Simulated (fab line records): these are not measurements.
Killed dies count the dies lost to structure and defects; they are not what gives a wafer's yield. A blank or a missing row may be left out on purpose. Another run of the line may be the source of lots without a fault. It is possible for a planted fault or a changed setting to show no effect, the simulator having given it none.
Problem report in the 8D (eight disciplines) form, filled by code || flow n5_finfet || the parts of the form that need people (team, actions taken, sign-off) are left out

== 1. WHAT IS WRONG ==
Mean of run_length_s at N5_BEOL_M10_CVD_75: 88.2 s across 2 wafers in 2 lots; on wafers with no fault it is 162.1 s (standard deviation 0.42). So: -99 or more standard deviations from the usual mean.
The step: deposits Co from CCTBA/H2, target thk 2 nm, time 138.9 s.
First observed at day 14 20:17: wafer L190.6, on cvd_co-01. At this step, 33 wafers from 11 lots have a number in the record. Rule for "out" (also "out of limits"): further than 4 standard deviations from the usual mean. The rest of the wafers with a number are treated as sound.

== 2. WHAT IT IS; WHAT IT IS NOT ==
{"question": "which readings at this step", "is": "run_length_s", "is not": "-"}
{"question": "which lots", "is": "L190, L191", "is not": "L173, L174, L175, L176, L178, L179, L181, L182, L185"}
{"question": "which wafers of those lots", "is": "L190.6, L191.1", "is not": "L190.2, L190.5, L191.2, L191.4"}
{"question": "read on which tools", "is": "cvd_co-01", "is not": "cvd_co-02"}
{"question": "when", "is": "from day 14 20:17", "is not": "up to then (29 sound wafers); but 2 sound wafers of L191 came after"}

== 3. SUSPECTS, AND WHAT RULES EACH OUT ==
Counting: any tool at a process step up to the reading remains a suspect provided it ran every lot that is out. Sound lots after the first of them don't rule it out here, since some wafers of a struck lot are sound.
- rie_diel-06 at N5_BEOL_M10_VIA_ETCH_34 (etches SiCOH lowk in C4F6/O2, target depth 184.5 nm, time 69.2 s): kept. It processed each lot that is out (first: L190, day 14 18:34); up to then, its last sound lot is L182 (day 11 23:48).
- rie_diel-06 at N5_BEOL_M10_STRIP_36 (strips in N2/H2): kept. It processed each lot that is out (first: L190, day 14 18:38); up to then, its last sound lot is L182 (day 11 23:52).
- cvd_co-01 at N5_BEOL_M10_CVD_75 (deposits Co from CCTBA/H2, target thk 2 nm, time 138.9 s): kept. It processed each lot that is out (first: L190, day 14 20:17); up to then, its last sound lot is L185 (day 13 06:19). Out on those wafers are its own readings of run_length_s.
After the count, these remain: rie_diel-06 at N5_BEOL_M10_VIA_ETCH_34, rie_diel-06 at N5_BEOL_M10_STRIP_36 and cvd_co-01 at N5_BEOL_M10_CVD_75.

== 4. THE CAUSE (what the simulator had put in) ==
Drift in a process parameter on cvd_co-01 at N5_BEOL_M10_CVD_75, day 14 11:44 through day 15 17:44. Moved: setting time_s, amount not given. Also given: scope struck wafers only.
This tool is one of the 3 suspects left after counting.

== 5. THE CHAIN OF EFFECTS, in route order ==
Rows list readings where the struck wafers' mean (over those with a number) sits beyond 3 standard deviations from the usual. Scope: only readings with a usual standard deviation given in the record; hours: median across lots of the time from each lot's start at the first step in this table that gives one to its start at this step; sigmas: change in usual standard deviations.
{"hours": 0, "step": "N5_BEOL_M10_CVD_75", "reading": "run_length_s", "usual": "162.1 s", "on struck wafers": 88.2, "change": -73.9, "sigmas": "-99 or more"}
Here are the process steps it includes:
- N5_BEOL_M10_CVD_75: deposits Co from CCTBA/H2, target thk 2 nm, time 138.9 s.
Later measuring or inspecting steps at which every struck wafer that the step has a row for has a number for every such reading, and none has moved that far: N5_BEOL_M10_INSPECT_58.

== 6. HOW IT WOULD HAVE BEEN CAUGHT EARLIER ==
9 hours passed between the start of the fault at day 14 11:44 and the first reading out of limits in this record, taken at day 14 20:17.
